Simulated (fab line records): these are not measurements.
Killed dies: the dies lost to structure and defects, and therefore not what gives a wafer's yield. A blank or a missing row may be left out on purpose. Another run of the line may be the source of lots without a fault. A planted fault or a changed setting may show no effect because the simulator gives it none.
Struck lot and sound lot, side by side    flow n5_finfet    28 steps out of a route of 1938
Sound: these wafers, L539.1, L539.3, L539.5. Struck: wafer L531.3. (L531.4, L531.6 of the same lot were not struck and are left out.) The cause comes at the end.
For every step that has rows: the tool of each side, followed by ch and its chambers, followed by its first start. Under that, the readings that differ: sound wafers    struck wafers    difference of the means    sigmas: that difference in standard deviations of wafers without a fault.
alike: readings with means less than 2 such deviations apart, plus words and numbers identical on both sides. not compared: withheld readings, readings lacking a value on some wafer, bounds such as >300 that could conceal the same value, and numbers that have no deviation in the record and whose values overlap.
Wherever a step has rows on one side only, a row that says differs or no value, or a row with sigmas, the two part there. When numbers do not overlap yet have no deviation, they are printed without sigmas and do not part them. A reading that every wafer of one side lacks parts them only if that side has two wafers or more.

first, 10 steps without rows for these wafers: N5_FIN_SAQP_ETCH_67 (etches SiNx in CH3F/O2, target depth 30 nm); N5_FIN_SAQP_STRIP_70 (strips in N2/H2); N5_FIN_SAQP_RECESS_71 (chemistry HF/NH3, target SiO2, target depth 3 nm, afs cycles 1, sublimation time 60 s); N5_FIN_SAQP_SPACER2_ALD_28 (deposits SiO2, target thk 8.1 nm, pulse time 1 s, purge time 2 s); N5_FIN_SAQP_SPACER2_ETCHBACK_29 (etches SiO2 in CHF3/O2, target depth 12.2 nm, time 6.1 s); N5_FIN_SAQP_MANDREL2_REMOVE_60 (chemistry HBr/Cl2/O2, target a-Si, stops on SiNx, bt time 10 s); N5_FIN_SAQP_HM_OPEN_33 (chemistry CH3F/O2, target SiNx, target depth 49.4 nm, time 70.6 s); N5_FIN_SAQP_ETCH_34 (etches SiO2 in C4F6/O2, target depth 45 nm, time 15 s); N5_FIN_SAQP_STRIP_77 (strips in N2/H2, time 90 s); N5_FIN_SAQP_ETCH_64 (etches SiO2 in CF4, target depth 1.5 nm).
N5_FIN_SAQP_FIN_ETCH_36: etches the open film in HBr/Cl2/O2, target depth 120 nm, time 50.4 s.
  sound on rie_si-06 ch 0,1,2, day 7 20:17; struck on rie_si-02 ch 0, day 5 21:58
  alike: HBr_flow_sccm, drypump_motor_current_A, oes_product_au, throttle_valve_pct
  not compared: rf_hours_counter_h
then, 3 steps without rows for these wafers: N5_FIN_SAQP_PRECLEAN_38 (cleans in O3/DIW, time 45 s); N5_FIN_SAQP_PRECLEAN_45 (cleans in dHF, time 10 s); N5_FIN_SAQP_SRD_39 (time 30 s).
N5_FIN_SAQP_INSPECT_40: inspects for defects (brightfield).
  sound: defect_inspect-01 at day 7 20:32; struck: defect_inspect-01 at day 5 22:13
reading           sound        struck  difference  sigmas
raw_defect_count  255 219 229  989     +755        +11
then, 9 steps without rows for these wafers: N5_FIN_CUT_COAT_18 (time 60 s, resist thk 230 nm); N5_FIN_CUT_COAT_19 (time 60 s, resist thk 20 nm); N5_FIN_CUT_COAT_29 (time 60 s, resist thk 10 nm); N5_FIN_CUT_COAT_02 (resist thk 30 nm); N5_FIN_CUT_EBR_04; N5_FIN_CUT_SOFTBAKE_03 (time 60 s); N5_FIN_CUT_EXPOSE_05 (exposes mask FIN CUT); N5_FIN_CUT_PEB_06 (peb time 60 s); N5_FIN_CUT_DEVELOP_07 (develop time 30 s).
N5_FIN_CUT_INSPECT_10: inspects for defects (brightfield).
  sound: defect_inspect-02 at day 7 20:55; struck: defect_inspect-01 at day 5 22:44
reading           sound     struck  difference  sigmas
raw_defect_count  52 37 32  835     +795        +66
then, 1 step without rows for these wafers: N5_FIN_CUT_DESCUM_13 (chemistry O2, time 7 s).
-- record jumps: 7 days separate the struck wafers' starts on either side; left off in module FIN_CUT, taken up again in module BEOL_M4, whose first shown step is the route's number 1111 --
N5_BEOL_M4_RC_MEAS_101:
  sound on prober-02 ch 0, day 14 22:38; struck on prober-02 ch 0, day 12 14:24
reading         sound                 struck  difference  sigmas
IOFF_P (nA/um)  0.282 0.196 0.233     0.145   -0.092      -3
ION_P (uA/um)   468 464 462           450     -15         -2
VT_P (mV)       -243.7 -245.7 -244.6  -256.7  -12.0       -4
  alike: DIBL_N, DIBL_P, IOFF_N, ION_N, SS_N, SS_P, VT_N
-- here the record skips 5 days between the struck wafers' starts before and after, leaving off in module BEOL_M4 and picking up in module PASSIVATION (first step shown: number 1936 of the route) --
N5_PASSIVATION_PROBE_49:
  only the struck wafers here have rows in the record (prober-01, day 17 06:28); the sound ones have none

== WHERE THEY PART ==
Last at N5_PASSIVATION_PROBE_49 as far as this record goes, first at N5_FIN_SAQP_INSPECT_40.

WHY: the cause the simulator had injected
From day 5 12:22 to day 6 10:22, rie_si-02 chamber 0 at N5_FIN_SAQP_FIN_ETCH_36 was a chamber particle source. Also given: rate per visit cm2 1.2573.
